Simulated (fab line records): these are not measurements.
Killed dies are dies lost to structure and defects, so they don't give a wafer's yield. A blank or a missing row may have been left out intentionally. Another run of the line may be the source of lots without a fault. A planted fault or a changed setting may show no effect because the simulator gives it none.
fab line records	flow n5Finfet
record: lots: 15	wafers: 43	lastDay: 17
route steps=1938 shown BEOL_M12@1654 BEOL_M13@1674 BEOL_M15@1830
lots untouched by any fault: they come from a run of this same line in which no faults occurred
startH: the number of hours between the record's first day and the start of the first shown wafer of the lot	waitH: how many hours have passed since the lot's step before this one	" as in the row above	L1.1+2: a row that stands for several wafers	- no value, or no start was given	* or withheld: withheld	< > ~ a bound
route shown NAME@n: names a module that has steps shown in the file, with the first one's number in the route	usual: mean and standard deviation over wafers with no fault	same: alike in all rows	chamber/n: place in a boat	sites: per-site readings	_std_site: the values' standard deviation	_edge_site: the outer-site mean with the inner-site mean subtracted	radiusMm: for every site, how far away it sits from the centre of the wafer	mask NAME#n: copy n	behind: the tool/chamber that last shaped the wafer	hold: why the lot was held/for how many hours/how that ended	device: transistor that didn't switch, given as n, p or np	end of line: tests of these same wafers at the route's end	a step with no rows: only its recipe	killed: at the first sort, the dies lost to defects and structure; wafer yield is something else	map: a wafer's dies, marking killed ones x, the rest . and places with no die _
set.NAME: the setting that was run; set.NAME@STEP: the one run at that earlier step	model.NAME: the simulator's own value behind a step, which no gauge read
one table for each step of the route and one row for each wafer, over a sample of lots
services: the hour from which a tool's chamber was out of use, counted from the record's first day as startH (under 0 if before that day), plus the number of hours and why
== steps ==
step: N5_BEOL_M12_THK_MEAS_50
recipe: thkMeasGauge: xrf	reads: Cu_of_BEOL_M12_ECD_47
usual: M12_THK: 319/5.4
lot.wafer	tool	chamber	startH	waitH	M12_THK[nm]
L368.3	filmMetro-02	-	224.49	-	320
L368.4	"	-	"	"	318
L368.5	"	-	"	"	318
L369.2	filmMetro-01	-	242.91	-	317
L369.3	"	-	"	"	315
L369.5	"	-	"	"	316
L370.2	filmMetro-01	-	246.13	-	321
L370.4	"	-	"	"	317
L370.6	"	-	"	"	323
L374.1	filmMetro-01	-	269.35	-	328
L374.2	"	-	"	"	326
L374.5	"	-	"	"	324
L376.1	filmMetro-01	-	271.73	-	320
L376.6	"	-	"	"	316
L375.4	filmMetro-02	-	277.19	-	311
L375.6	"	-	"	"	318
L381.3	filmMetro-01	-	307.25	-	321
L381.4	"	-	"	"	325
L381.6	"	-	"	"	314
L384.2	filmMetro-01	-	315.10	-	321
L384.3	"	-	"	"	315
L384.5	"	-	"	"	318
L382.1	filmMetro-01	-	319.16	-	324
L382.4	"	-	"	"	312
L382.6	"	-	"	"	311
L386.3	filmMetro-01	-	340.12	-	325
L386.5	"	-	"	"	327
L386.6	"	-	"	"	324
L388.1	filmMetro-02	-	343.84	-	323
L388.5	"	-	"	"	318
L388.6	"	-	"	"	316
L387.2	filmMetro-01	-	353.69	-	332
L387.4	"	-	"	"	327
L387.6	"	-	"	"	331
L389.2	filmMetro-02	-	354.21	-	313
L389.4	"	-	"	"	321
L389.6	"	-	"	"	319
L390.1	filmMetro-02	-	357.45	-	312
L390.2	"	-	"	"	314
L390.6	"	-	"	"	308
L391.2	filmMetro-01	-	377.99	-	325
L391.3	"	-	"	"	322
L391.5	"	-	"	"	312
step: N5_BEOL_M13_VIA_ETCH_16
recipe: chemistry: C4F8/O2/Ar	target: SiOC	pressureMtorr: 30	sourceW: 3000	biasW: 700	Ar_flow_sccm: 400	C4F8_flow_sccm: 15	O2_flow_sccm: 8	heInnerTorr: 15	heOuterTorr: 30	targetDepthA: 9217	timeS: withheld	ionEnergyEv: 250	ends: cleared
usual: drypumpMotorCurrentA: 5.9/0.44	oesProductAu: 0.73/0.067	rfVppV: 666/3.2	showerheadPlenumPTorr: 3.43/0.11	throttleValvePct: 24.18/0.21
lot.wafer	tool	chamber	startH	waitH	drypumpMotorCurrentA	oesProductAu	rfVppV	showerheadPlenumPTorr	throttleValvePct
L368.3	rieDiel-03	3	225.33	0.0	5.4	0.85	664	3.37	24.26
L368.4	"	2	"	"	5.3	0.68	663	3.28	24.26
L368.5	"	2	"	"	5.3	0.67	662	3.28	24.26
L369.2	rieDiel-02	2	243.86	0.0	6.2	0.66	661	3.26	24.61
L369.3	"	3	"	"	5.6	0.81	669	3.63	24.14
L369.5	"	2	"	"	6.2	0.66	661	3.26	24.61
L370.2	rieDiel-06	0	247.12	0.0	6.0	0.91	664	3.37	24.05
L370.4	"	2	"	"	5.2	0.77	667	3.47	24.20
L370.6	"	1	"	"	6.2	0.81	668	3.49	23.97
L374.1	rieDiel-02	2	270.23	0.0	6.2	0.65	660	3.26	24.62
L374.2	"	1	"	"	6.3	0.65	669	3.53	23.87
L374.5	"	2	"	"	6.2	0.66	659	3.26	24.61
L376.1	rieDiel-06	3	273.16	0.0	5.9	0.73	669	3.57	23.93
L376.6	"	1	"	"	6.2	0.79	668	3.49	23.98
L375.4	rieDiel-03	1	278.03	0.0	5.9	0.65	668	3.53	24.47
L375.6	"	3	"	"	5.4	0.81	663	3.36	24.31
L381.3	rieDiel-06	2	308.07	0.0	5.2	0.75	667	3.46	24.22
L381.4	"	3	"	"	5.9	0.72	670	3.56	23.95
L381.6	"	1	"	"	6.2	0.77	667	3.48	23.98
L384.2	rieDiel-03	1	315.91	0.0	6.0	0.64	668	3.52	24.49
L384.3	"	0	"	"	6.7	0.74	662	3.33	24.20
L384.5	"	1	"	"	6.0	0.64	667	3.52	24.49
L382.1	rieDiel-03	3	319.98	0.0	5.3	0.79	664	3.36	24.31
L382.4	"	2	"	"	5.3	0.65	661	3.26	24.30
L382.6	"	3	"	"	5.3	0.79	664	3.35	24.32
L386.3	rieDiel-06	2	340.93	0.0	5.2	0.73	666	3.45	24.22
L386.5	"	1	"	"	6.2	0.76	667	3.47	24.00
L386.6	"	2	"	"	5.2	0.75	667	3.45	24.23
L388.1	rieDiel-03	2	344.75	0.0	5.3	0.65	662	3.26	24.29
L388.5	"	0	"	"	6.6	0.74	665	3.33	24.21
L388.6	"	3	"	"	5.3	0.78	663	3.35	24.31
L387.2	rieDiel-02	0	354.66	0.0	6.1	0.69	671	3.56	23.92
L387.4	"	2	"	"	6.2	0.63	661	3.25	24.64
L387.6	"	0	"	"	6.0	0.70	668	3.56	23.93
L389.2	rieDiel-06	1	355.18	0.0	6.1	0.76	666	3.47	24.02
L389.4	"	0	"	"	6.0	0.82	664	3.35	24.10
L389.6	"	1	"	"	6.1	0.76	666	3.47	24.01
L390.1	rieDiel-03	1	358.39	0.0	5.9	0.63	668	3.52	24.52
L390.2	"	0	"	"	6.7	0.74	663	3.33	24.19
L390.6	"	2	"	"	5.3	0.65	663	3.26	24.31
L391.2	rieDiel-06	3	379.09	0.0	5.8	0.70	669	3.55	23.98
L391.3	"	2	"	"	5.3	0.73	665	3.45	24.23
L391.5	"	2	"	"	5.2	0.72	665	3.45	24.25
step: N5_BEOL_M13_STRIP_64
recipe: chemistry: N2/H2	powerW: 1000	tempC: 250	h2Frac: 0.65	overashFraction: 0.3	pressureMtorr: withheld	n2FlowSccm: 1750	h2FlowSccm: 3250
usual: drypumpMotorCurrentA: 6.23/0.29	heaterPowerW: 318/16	oesProductAu: 0.715/0.0042	stripTimeToEndpointS: 31.33/0.072
lot.wafer	tool	chamber	startH	waitH	drypumpMotorCurrentA	heaterPowerW	oesProductAu	rfHoursCounterH	stripTimeToEndpointS
L368.3	plasmaAsher-02	0	225.65	0.0	6.36	327	0.714	-	31.33
L368.4	"	1	"	"	6.49	326	0.714	-	31.40
L368.5	"	1	"	"	6.48	334	0.716	-	31.40
L369.2	plasmaAsher-01	1	244.15	0.0	5.88	289	0.711	70	31.36
L369.3	"	0	"	"	5.76	319	0.715	-	31.38
L369.5	"	1	"	"	5.91	285	0.716	-	31.35
L370.2	plasmaAsher-01	0	247.41	0.0	5.72	314	0.718	71	31.41
L370.4	"	0	"	"	5.76	311	0.714	-	31.43
L370.6	"	0	"	"	5.77	315	0.722	-	31.38
L374.1	plasmaAsher-02	1	270.52	0.0	6.43	319	0.712	128	31.31
L374.2	"	0	"	"	6.36	329	0.718	128	31.34
L374.5	"	0	"	"	6.38	334	0.714	-	31.31
L376.1	plasmaAsher-02	0	273.46	0.0	6.37	332	0.710	128	31.40
L376.6	"	1	"	"	6.49	319	0.715	-	31.45
L375.4	plasmaAsher-02	0	278.35	0.0	6.38	335	0.710	-	31.33
L375.6	"	0	"	"	6.41	324	0.719	-	31.36
L381.3	plasmaAsher-01	1	308.39	0.0	5.87	288	0.712	-	31.31
L381.4	"	0	"	"	5.77	314	0.721	-	31.37
L381.6	"	0	"	"	5.76	318	0.705	-	31.35
L384.2	plasmaAsher-02	0	316.21	0.0	6.37	334	0.713	137	31.39
L384.3	"	1	"	"	6.46	320	0.717	-	31.42
L384.5	"	1	"	"	6.45	314	0.717	-	31.45
L382.1	plasmaAsher-02	1	320.27	0.0	6.47	313	0.708	138	31.34
L382.4	"	0	"	"	6.37	328	0.719	-	31.28
L382.6	"	1	"	"	6.48	320	0.711	-	31.33
L386.3	plasmaAsher-02	1	341.25	0.0	6.46	322	0.714	-	31.28
L386.5	"	0	"	"	6.37	334	0.716	-	31.30
L386.6	"	1	"	"	6.47	317	0.716	-	31.26
L388.1	plasmaAsher-01	1	345.11	0.0	5.93	285	0.724	92	31.39
L388.5	"	1	"	"	5.92	286	0.710	-	31.42
L388.6	"	0	"	"	5.75	315	0.716	-	31.36
L387.2	plasmaAsher-01	0	354.96	0.0	5.75	308	0.715	94	31.22
L387.4	"	1	"	"	5.90	286	0.716	-	31.20
L387.6	"	0	"	"	5.81	319	0.718	-	31.35
L389.2	plasmaAsher-02	0	355.48	0.0	6.41	331	0.715	143	31.28
L389.4	"	0	"	"	6.38	329	0.712	-	31.37
L389.6	"	0	"	"	6.41	333	0.711	-	31.32
L390.1	plasmaAsher-02	1	358.69	0.0	6.48	330	0.712	144	31.44
L390.2	"	0	"	"	6.38	328	0.714	144	31.46
L390.6	"	1	"	"	6.47	317	0.720	-	31.44
L391.2	plasmaAsher-02	1	379.39	0.0	6.46	318	0.720	148	31.26
L391.3	"	1	"	"	6.45	327	0.710	-	31.18
L391.5	"	1	"	"	6.45	321	0.711	-	31.19
step: N5_BEOL_M13_EXPOSE_25
recipe: maskId: M13	na: 0.93	sourceShape: conventional	sigmaOuter: 0.4	polarization: unpolarized	targetCdNm: 210	doseMj: 22
lot.wafer	tool	chamber	startH	waitH	mask
L368.3+4+5	krfScanner-02	0	225.98	-	M13#0
L369.2+3+5	krfScanner-02	0	244.50	-	M13#0
L370.2+4+6	krfScanner-01	0	247.76	-	M13#0
L374.1+2+5	krfScanner-01	0	270.95	-	M13#0
L376.1+6	krfScanner-01	0	273.81	-	M13#0
L375.4+6	krfScanner-01	0	278.65	-	M13#0
L381.3+4+6	krfScanner-02	0	308.68	-	M13#0
L384.2+3+5	krfScanner-02	0	316.64	-	M13#0
L382.1+4+6	krfScanner-02	0	320.62	-	M13#0
L386.3+5+6	krfScanner-02	0	341.55	-	M13#0
L388.1+5+6	krfScanner-02	0	345.41	-	M13#0
L387.2+4+6	krfScanner-02	0	355.26	-	M13#0
L389.2+4+6	krfScanner-02	0	355.80	-	M13#0
L390.1+2+6	krfScanner-01	0	359.11	-	M13#0
L391.2+3+5	krfScanner-01	0	379.83	-	M13#0
step: N5_BEOL_M13_CD_MEAS_28
recipe: targetCdNm: 209.5	landingEnergyEv: 500	detector: seInlens
usual: cdNm: 209.9/0.9
same: landingEnergyEv: 500
lot.wafer	tool	chamber	startH	waitH	cdNm
L368.3	cdSem-02	0	226.14	-	211.2
L368.4	"	0	"	"	210.4
L368.5	"	0	"	"	209.2
L369.2	cdSem-02	0	244.66	-	210.2
L369.3	"	0	"	"	210.3
L369.5	"	0	"	"	209.6
L370.2	cdSem-02	0	247.92	-	209.0
L370.4	"	0	"	"	209.6
L370.6	"	0	"	"	208.5
L374.1	cdSem-02	0	271.12	-	242.5
L374.2	"	0	"	"	211.0
L374.5	"	0	"	"	210.2
L376.1	cdSem-01	0	273.98	-	241.0
L376.6	"	0	"	"	240.8
L375.4	cdSem-03	0	278.81	-	210.2
L375.6	"	0	"	"	245.9
L381.3	cdSem-01	0	308.84	-	208.7
L381.4	"	0	"	"	209.3
L381.6	"	0	"	"	208.8
L384.2	cdSem-03	0	316.81	-	209.8
L384.3	"	0	"	"	211.3
L384.5	"	0	"	"	209.0
L382.1	cdSem-01	0	320.79	-	210.3
L382.4	"	0	"	"	210.4
L382.6	"	0	"	"	211.0
L386.3	cdSem-03	0	341.71	-	208.0
L386.5	"	0	"	"	210.1
L386.6	"	0	"	"	209.6
L388.1	cdSem-03	0	345.58	-	209.9
L388.5	"	0	"	"	207.7
L388.6	"	0	"	"	209.5
L387.2	cdSem-03	0	355.43	-	209.8
L387.4	"	0	"	"	208.9
L387.6	"	0	"	"	209.3
L389.2	cdSem-02	0	355.96	-	210.8
L389.4	"	0	"	"	209.6
L389.6	"	0	"	"	210.8
L390.1	cdSem-03	0	359.28	-	210.5
L390.2	"	0	"	"	211.0
L390.6	"	0	"	"	209.7
L391.2	cdSem-02	0	380.00	-	209.8
L391.3	"	0	"	"	208.6
L391.5	"	0	"	"	209.8
step: N5_BEOL_M15_RC_MEAS_101
usual: COMB_M10: 1.49e-11/2.9e-12	COMB_M11: 1.52e-11/2.9e-12	COMB_M12: 7.4e-12/1.3e-12	COMB_M14: 4.2e-12/6.8e-13	COMB_M15: 3.2e-12/5.8e-13	COMB_M5: 3.7e-11/7.5e-12	COMB_M6: 2.7e-11/5.5e-12	COMB_M7: 2.6e-11/4.9e-12	COMB_M8: 2.6e-11/5.4e-12	COMB_M9: 1.5e-11/3.2e-12	SERP_M10: 3.09/0.062	SERP_M11: 3.05/0.072	SERP_M12: 0.636/0.015	SERP_M13: 0.308/0.0057	SERP_M13_max_site: 0.312/0.006	SERP_M14: 0.162/0.003	SERP_M5: 38.0/1.3	SERP_M6: 13.9/0.5	SERP_M7: 13.8/0.48	SERP_M8: 13.8/0.45	SERP_M9: 3.06/0.076
lot.wafer	tool	chamber	startH	waitH	COMB_M10[S/m]	COMB_M11[S/m]	COMB_M12[S/m]	COMB_M14[S/m]	COMB_M15[S/m]	COMB_M5[S/m]	COMB_M6[S/m]	COMB_M7[S/m]	COMB_M8[S/m]	COMB_M9[S/m]	SERP_M10[ohm/um]	SERP_M11[ohm/um]	SERP_M12[ohm/um]	SERP_M13[ohm/um]	SERP_M13_max_site[ohm/um]	SERP_M14[ohm/um]	SERP_M5[ohm/um]	SERP_M6[ohm/um]	SERP_M7[ohm/um]	SERP_M8[ohm/um]	SERP_M9[ohm/um]
L368.3	prober-01	0	240.37	0.3	1.56e-11	1.33e-11	8.9e-12	4.9e-12	2.4e-12	5.1e-11	3.4e-11	2e-11	2.8e-11	1.5e-11	3.00	3.05	0.640	0.309	0.313	0.162	36.8	13.4	14.5	13.6	3.07
L368.4	"	0	"	"	1.93e-11	1.36e-11	6.5e-12	3.8e-12	3.4e-12	3e-11	2.2e-11	3.1e-11	2.7e-11	1.9e-11	3.10	3.01	0.644	0.304	0.309	0.165	38.4	13.1	14.1	13.6	2.94
L368.5	"	0	"	"	1.71e-11	2.03e-11	7.9e-12	4.3e-12	3.1e-12	3.4e-11	2.6e-11	2.7e-11	2.4e-11	1.1e-11	3.10	2.94	0.646	0.300	0.303	0.166	38.4	13.4	15.0	13.6	2.99
L369.2	prober-02	0	260.40	0.2	1.69e-11	1.65e-11	8.6e-12	4.3e-12	3.2e-12	4.4e-11	2.9e-11	2.1e-11	2.4e-11	1.3e-11	3.11	3.04	0.648	0.312	0.315	0.163	37.6	13.7	14.3	14.4	3.03
L369.3	"	0	"	"	1.8e-11	1.06e-11	9.1e-12	5.2e-12	3.6e-12	4.1e-11	2.6e-11	2.2e-11	3e-11	1.5e-11	3.16	3.10	0.651	0.294	0.298	0.164	38.3	13.6	15.6	14.2	3.08
L369.5	"	0	"	"	1.48e-11	1.99e-11	8e-12	4.7e-12	4.7e-12	3.5e-11	3e-11	1.6e-11	2.9e-11	1.5e-11	3.09	3.11	0.647	0.311	0.316	0.159	39.2	14.1	14.5	13.9	3.15
L370.2	prober-01	0	264.17	0.2	1.57e-11	1.05e-11	7.3e-12	3.4e-12	3.1e-12	3.8e-11	2.1e-11	2.3e-11	3.2e-11	9e-12	3.05	2.94	0.623	0.307	0.310	0.164	39.0	14.3	14.0	13.4	3.06
L370.4	"	0	"	"	1.69e-11	1.49e-11	8.2e-12	4.1e-12	2.9e-12	4e-11	2.4e-11	2.4e-11	2.2e-11	1.2e-11	3.13	3.11	0.627	0.311	0.313	0.163	39.5	14.5	14.6	13.5	3.20
L370.6	"	0	"	"	1.99e-11	1.42e-11	8.6e-12	4e-12	3.2e-12	5.1e-11	2.2e-11	2.4e-11	2.7e-11	1.1e-11	3.10	2.98	0.621	0.313	0.314	0.160	39.8	14.3	13.3	13.9	3.08
L376.1	prober-02	0	292.19	0.0	1.38e-11	2.21e-11	6.9e-12	5e-12	2.1e-12	3.8e-11	2.6e-11	2.7e-11	3e-11	1.7e-11	3.02	3.09	0.647	0.258	0.262	0.163	38.2	13.4	13.3	13.5	3.07
L376.6	"	0	"	"	1.23e-11	1.69e-11	8.9e-12	3.9e-12	2.5e-12	3e-11	2e-11	3.1e-11	3.1e-11	2e-11	3.10	3.05	0.652	0.248	0.250	0.166	37.0	13.5	13.6	13.0	3.08
L374.1	prober-01	0	292.30	0.0	1.71e-11	1.63e-11	5.1e-12	3.8e-12	2.7e-12	3.6e-11	2.2e-11	3.6e-11	2.2e-11	1.1e-11	3.03	3.05	0.626	0.251	0.255	0.165	38.3	13.7	13.8	14.3	3.12
L374.2	"	0	"	"	1.16e-11	1.68e-11	5.9e-12	3.9e-12	3.7e-12	3.7e-11	2.5e-11	2.6e-11	2.1e-11	1.7e-11	3.08	3.06	0.631	0.308	0.312	0.160	39.3	13.4	14.1	14.1	3.12
L374.5	"	0	"	"	1.29e-11	1.89e-11	6.1e-12	4.4e-12	2.2e-12	4.2e-11	2.7e-11	2.3e-11	2.2e-11	1.8e-11	3.00	2.95	0.627	0.304	0.307	0.161	38.6	13.6	13.9	14.3	3.14
L375.4	prober-02	0	293.77	0.5	9.8e-12	1.52e-11	7.1e-12	3.9e-12	3.9e-12	3.2e-11	2.9e-11	2.6e-11	2.7e-11	1.7e-11	3.17	3.21	0.641	0.308	0.314	0.162	36.2	13.8	13.7	14.3	2.94
L375.6	"	0	"	"	1.19e-11	2.13e-11	5.4e-12	4.1e-12	3.9e-12	4.5e-11	2.3e-11	3e-11	2.6e-11	1.1e-11	3.08	3.05	0.649	0.250	0.252	0.160	35.4	14.1	14.1	14.2	2.98
L381.3	prober-01	0	325.53	0.3	1.36e-11	1.63e-11	1.02e-11	5.2e-12	3.4e-12	3.2e-11	2.4e-11	3.1e-11	2.3e-11	1.1e-11	3.00	3.14	0.640	0.306	0.311	0.160	40.6	13.5	13.3	13.7	2.99
L381.4	"	0	"	"	1.27e-11	1.3e-11	8.9e-12	4.9e-12	3.1e-12	3.1e-11	2.3e-11	2.8e-11	2.2e-11	1.4e-11	3.16	3.00	0.625	0.309	0.312	0.159	39.9	13.9	12.3	14.1	2.94
L381.6	"	0	"	"	1.23e-11	1.28e-11	6.4e-12	5.2e-12	2.8e-12	4.1e-11	1.9e-11	2.8e-11	1.7e-11	8e-12	3.10	3.00	0.656	0.302	0.306	0.164	38.1	13.8	13.6	14.5	3.16
L382.1	prober-01	0	340.78	0.2	1.8e-11	1.73e-11	5.8e-12	3.7e-12	2.6e-12	4.2e-11	2.5e-11	3.2e-11	3.1e-11	1.5e-11	3.09	3.05	0.634	0.304	0.307	0.158	38.9	13.7	14.3	13.4	3.07
L382.4	"	0	"	"	1.38e-11	1.85e-11	9.1e-12	4.2e-12	3e-12	3.7e-11	1.8e-11	2.5e-11	2.4e-11	1.7e-11	3.04	2.93	0.665	0.309	0.313	0.160	39.0	13.9	14.2	13.2	3.05
L382.6	"	0	"	"	1.62e-11	1.4e-11	8e-12	4e-12	3e-12	3.9e-11	2.4e-11	2.3e-11	2.8e-11	1.6e-11	3.17	3.04	0.662	0.309	0.314	0.159	39.4	14.4	13.7	13.5	3.07
L384.2	prober-02	0	340.87	0.7	1.17e-11	1.76e-11	6.4e-12	3.6e-12	3.6e-12	2.9e-11	3e-11	2.9e-11	2.8e-11	1.8e-11	3.06	3.06	0.630	0.316	0.321	0.166	39.7	14.5	14.5	13.4	2.97
L384.3	"	0	"	"	1.32e-11	1.37e-11	7.5e-12	4e-12	4.1e-12	3e-11	4.2e-11	4.1e-11	2.6e-11	1.7e-11	3.13	3.10	0.646	0.304	0.308	0.164	41.0	14.5	14.3	13.6	3.08
L384.5	"	0	"	"	1.21e-11	2.04e-11	9.8e-12	4.8e-12	4.2e-12	3.3e-11	2.5e-11	3e-11	2.6e-11	1.3e-11	3.31	3.05	0.637	0.308	0.313	0.161	40.9	14.7	13.8	13.4	2.99
L386.3	prober-01	0	358.24	0.3	1.37e-11	1.5e-11	6.4e-12	4.3e-12	4.2e-12	6e-11	2.3e-11	4.2e-11	2.2e-11	1.2e-11	2.99	3.06	0.596	0.315	0.319	0.159	37.8	13.1	13.5	14.0	3.14
L386.5	"	0	"	"	9.1e-12	1.31e-11	5.9e-12	3.4e-12	3.2e-12	5.9e-11	2.8e-11	3.2e-11	2.2e-11	1.2e-11	3.04	2.95	0.625	0.300	0.303	0.164	40.0	13.8	14.0	14.2	3.03
L386.6	"	0	"	"	1.03e-11	1.22e-11	7.1e-12	3.5e-12	3.4e-12	4.1e-11	2.8e-11	3.8e-11	2.5e-11	1.4e-11	3.00	3.15	0.610	0.301	0.303	0.161	38.0	13.6	13.3	13.9	3.02
L388.1	prober-02	0	362.68	0.0	1.2e-11	1.23e-11	8e-12	6.2e-12	3.5e-12	4.2e-11	3.1e-11	2.2e-11	1.8e-11	1.4e-11	3.13	2.91	0.618	0.303	0.307	0.162	36.3	14.1	14.1	13.3	2.91
L388.5	"	0	"	"	1.35e-11	1.44e-11	7.5e-12	4.9e-12	4.3e-12	5.3e-11	2.9e-11	2.1e-11	3e-11	1.7e-11	3.11	2.94	0.637	0.313	0.318	0.161	38.3	14.8	14.1	13.3	3.01
L388.6	"	0	"	"	1.53e-11	1.59e-11	6.8e-12	5e-12	3e-12	3.8e-11	2.5e-11	2.4e-11	1.8e-11	2e-11	3.10	3.01	0.626	0.310	0.314	0.160	38.5	14.7	13.6	13.8	3.10
L387.2	prober-01	0	368.82	0.2	1.73e-11	1.94e-11	9.2e-12	4.7e-12	2.6e-12	5.4e-11	3.4e-11	2.7e-11	3.1e-11	1.3e-11	3.08	2.91	0.606	0.311	0.316	0.164	38.5	14.0	13.0	13.5	3.04
L387.4	"	0	"	"	1.82e-11	1.82e-11	8e-12	3.4e-12	3.2e-12	4.6e-11	3.3e-11	2.4e-11	3.3e-11	1.3e-11	3.07	3.12	0.617	0.313	0.315	0.159	38.4	13.4	13.8	14.3	3.25
L387.6	"	0	"	"	1.51e-11	1.9e-11	5.6e-12	4.5e-12	3.3e-12	4e-11	2.4e-11	2.2e-11	3.5e-11	1.6e-11	3.03	3.10	0.617	0.315	0.321	0.159	37.7	14.0	13.2	13.4	3.15
L389.2	prober-02	0	375.95	0.2	1.42e-11	1.5e-11	6.4e-12	6.2e-12	3e-12	4e-11	2.3e-11	2.4e-11	2.9e-11	2.1e-11	3.01	3.08	0.635	0.301	0.303	0.165	38.9	15.1	14.1	14.0	3.14
L389.4	"	0	"	"	1.84e-11	1.12e-11	8.7e-12	3.9e-12	4.1e-12	4.1e-11	3.1e-11	2.1e-11	2.7e-11	1.5e-11	3.12	2.98	0.629	0.316	0.321	0.165	40.9	13.5	13.8	14.0	2.99
L389.6	"	0	"	"	1.95e-11	1.19e-11	7.9e-12	4.5e-12	3.1e-12	4.1e-11	2.4e-11	2.6e-11	2.4e-11	1.7e-11	3.02	3.02	0.629	0.307	0.313	0.166	38.1	14.2	14.5	14.0	2.97
L390.1	prober-01	0	376.22	0.0	1.54e-11	1.39e-11	7.7e-12	4.4e-12	3.6e-12	3.8e-11	1.9e-11	1.9e-11	2.4e-11	1.7e-11	3.08	2.95	0.656	0.307	0.310	0.158	38.5	13.7	14.1	13.7	2.97
L390.2	"	0	"	"	1e-11	1.25e-11	1.07e-11	3.8e-12	2.7e-12	2.8e-11	3.3e-11	2.4e-11	1.9e-11	1.6e-11	3.09	3.03	0.634	0.301	0.304	0.161	38.5	12.8	13.7	13.0	3.12
L390.6	"	0	"	"	1.63e-11	1.43e-11	7.2e-12	4.2e-12	2.6e-12	3.5e-11	2e-11	2.5e-11	1.7e-11	1.2e-11	3.20	3.02	0.659	0.305	0.306	0.162	39.6	14.0	13.9	13.9	3.07
L391.2	prober-01	0	395.93	0.2	1.77e-11	1.63e-11	8.2e-12	3.5e-12	2.9e-12	3.8e-11	2.6e-11	2.7e-11	1.9e-11	1.8e-11	3.02	3.03	0.616	0.303	0.308	0.162	39.9	14.0	13.3	13.6	2.95
L391.3	"	0	"	"	1.59e-11	1.91e-11	6e-12	3.8e-12	2.8e-12	4.4e-11	3.3e-11	2.2e-11	2.4e-11	1.7e-11	3.08	3.00	0.617	0.317	0.318	0.162	39.1	14.2	13.3	13.5	2.94
L391.5	"	0	"	"	1.11e-11	1.06e-11	9e-12	4.3e-12	3e-12	5.3e-11	3.5e-11	2.3e-11	2.2e-11	1.5e-11	3.12	3.11	0.658	0.306	0.310	0.162	39.0	13.7	13.6	13.5	3.01
sites SERP_M13 radiusMm=0,75,75,75,75,140,140,140,140
L368.3 0.310 0.310 0.309 0.309 0.313 0.302 0.305 0.306 0.306
L369.2 0.310 0.312 0.315 0.313 0.313 0.310 0.312 0.313 0.312
L370.2 0.303 0.308 0.307 0.306 0.305 0.310 0.309 0.304 0.309
L376.1 0.258 0.261 0.258 0.260 0.262 0.255 0.259 0.256 0.257
L374.1 0.251 0.251 0.255 0.252 0.251 0.250 0.249 0.248 0.250
L375.4 0.312 0.312 0.314 0.308 0.312 0.307 0.305 0.308 0.308
L381.3 0.306 0.308 0.305 0.306 0.305 0.306 0.311 0.310 0.311
L382.1 0.304 0.305 0.302 0.304 0.307 0.302 0.304 0.305 0.304
L384.2 0.316 0.318 0.320 0.315 0.321 0.313 0.310 0.318 0.312
L386.3 0.313 0.315 0.314 0.319 0.318 0.315 0.317 0.312 0.317
L388.1 0.302 0.301 0.305 0.303 0.303 0.305 0.305 0.307 0.303
L387.2 0.316 0.314 0.316 0.313 0.311 0.309 0.311 0.311 0.307
L389.2 0.301 0.298 0.302 0.301 0.302 0.299 0.303 0.299 0.302
L390.1 0.308 0.304 0.307 0.307 0.310 0.305 0.309 0.306 0.307
L391.2 0.301 0.305 0.303 0.307 0.304 0.303 0.301 0.301 0.308
== services ==
tool	chamber	startH	hours	kind
krfScanner-01	-	212.00	1.3	pm
rieDiel-02	2	223.76	6.1	repair
krfScanner-01	-	225.96	2.4	repair
rieDiel-06	0	229.98	-	clean
rieDiel-06	0	229.98	-	consumableReplace:focusRing
rieDiel-06	0	229.98	14.3	scheduledDown
rieDiel-06	0	229.98	14.3	ventCycle
rieDiel-02	2	237.18	4.4	repair
rieDiel-06	2	241.17	1.2	repair
rieDiel-06	3	259.63	4.8	repair
krfScanner-02	-	276.20	1.3	pm
krfScanner-01	-	284.24	0.8	pm
rieDiel-06	-	298.79	0.8	repair
krfScanner-02	-	306.33	0.8	pm
krfScanner-02	-	321.51	1.0	pm
krfScanner-01	0	323.05	-	calibration
rieDiel-03	-	323.93	14.6	pm
rieDiel-06	2	325.16	13.6	repair
krfScanner-01	-	340.58	1.0	pm
krfScanner-02	-	343.07	0.5	repair
rieDiel-02	-	343.94	2.8	pm
krfScanner-02	0	362.55	-	calibration
rieDiel-02	0	369.71	4.9	repair
rieDiel-02	-	375.07	4.3	pm
== key ==
firstSign: step: N5_BEOL_M13_CD_MEAS_28	reading: cdNm	direction: up	sigmas: 36	usual: 209.9	struck: 242.6
effect: step: N5_BEOL_M15_RC_MEAS_101	reading: SERP_M13	direction: down	sigmas: 9.9	usual: 0.308	struck: 0.252
metAt N5_BEOL_M13_EXPOSE_25
struckLots L374,L375,L376
struckWafers L374.1,L375.6,L376.1,L376.6
sortLeftOut L374.1,L375.6,L376.1,L376.6
notActingAt N5_BEOL_M12_THK_MEAS_50,N5_BEOL_M13_VIA_ETCH_16,N5_BEOL_M13_STRIP_64
onsetBetween 247.76 270.95
fault: kind: processParameterDrift	tool: krfScanner-01	chamber: -	onsetH: 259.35	steps: N5_BEOL_M13_EXPOSE_25	channel: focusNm	offset: 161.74	shape: step	endH: 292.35	scope: struckWafersOnly
sortLeftOut: the simulated sort isn't trusted on such a fault, so these wafers' sort isn't shown, and their yield isn't known
